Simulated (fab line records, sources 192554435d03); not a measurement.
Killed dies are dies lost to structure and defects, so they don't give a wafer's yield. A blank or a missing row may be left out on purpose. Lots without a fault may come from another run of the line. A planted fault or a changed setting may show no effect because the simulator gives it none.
A struck lot beside a sound one | flow n5_finfet | 14 steps out of a route of 1938
Sound: wafers L360.1, L360.2, L360.6. Struck: wafers L357.3, L357.4, L357.6. The cause comes at the end.
At each step with rows: each side's tool, then ch and its chambers, then its first start. Under that, the readings that differ: sound wafers | struck wafers | difference of the means | sigmas: that difference in standard deviations of wafers without a fault.
alike: readings whose means differ by less than 2 such deviations, and words and numbers that are the same on both sides. not compared: withheld readings, readings that some wafer has no value for, bounds like >300 that may hide the same value, and numbers for which the record gives no deviation and whose values overlap.
The two part at a step that has a row with sigmas, a row that says differs or no value, or rows on one side only. Numbers that don't overlap but have no deviation are shown without sigmas and don't part them. A reading that every wafer of one side lacks parts them only if that side has two wafers or more.

N5_BEOL_M7_INSPECT_58: inspects for defects (darkfield).
  sound on defect_inspect-01, day 15 04:26; struck on defect_inspect-01, day 14 06:10
  alike: raw_defect_count
N5_BEOL_M8_ILD_DEP_00: deposits SiCOH lowk from DEMS/porogen, target thk 179.75 nm, time 33.4 s.
  sound on pecvd-03 ch 0,1,2, day 15 04:29; struck on pecvd-01 ch 0,2, day 14 06:11
  alike: heater_power_w, showerhead_plenum_p_Torr, throttle_valve_pct
N5_BEOL_M8_CURE_74: cures SiCOH lowk, time 240 s.
  sound on uv_cure-01 ch 0, day 15 04:33; struck on uv_cure-01 ch 2, day 14 06:25
  alike: lamp_power_pct, wafer_temp_C_max
N5_BEOL_M8_THK_MEAS_01:
  sound on film_metro-01, day 15 05:04; struck on film_metro-02, day 14 06:46
  alike: M8_ILD_THK
N5_BEOL_M8_PECVD_70: deposits SiO2 from TEOS/O2, target thk 20 nm, time 22.7 s.
  sound on pecvd-04 ch 0,2, day 15 05:06; struck on pecvd-03 ch 1,2, day 14 06:49
  alike: heater_power_w, showerhead_plenum_p_Torr, throttle_valve_pct
N5_BEOL_M8_HM_DEP_02: deposits TiN, target thk 20 nm.
  sound on pvd_sputter-02, day 15 06:59; struck on pvd_sputter-02, day 14 07:16
  alike: substrate_temp_c, throttle_valve_pct
then, 6 steps without rows for these wafers: N5_BEOL_M8_COAT_59 (time 60 s, resist thk 100 nm); N5_BEOL_M8_COAT_60 (time 60 s, resist thk 35 nm); N5_BEOL_M8_COAT_05 (resist thk 90 nm); N5_BEOL_M8_EBR_07; N5_BEOL_M8_SOFTBAKE_06 (time 60 s); N5_BEOL_M8_EXPOSE_08 (exposes mask M8).
N5_BEOL_M8_PEB_09: peb time 60 s.
  sound on litho_track-05 ch 0, day 15 07:26; struck on litho_track-05, day 14 07:43
  no value came back on the struck wafers for chill_plate_temp_C (C), exhaust_pa (Pa); on the sound wafers chill_plate_temp_C (C) reads 22.83 22.95 23.00
then, 1 step without rows for these wafers: N5_BEOL_M8_DEVELOP_10 (develop time 30 s).

WHERE THEY PART
Only at N5_BEOL_M8_PEB_09, within this record.

WHY: what the simulator had put in
Skipped step whole: litho_track-05, from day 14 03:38 on, at N5_BEOL_M8_PEB_09. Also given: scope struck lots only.
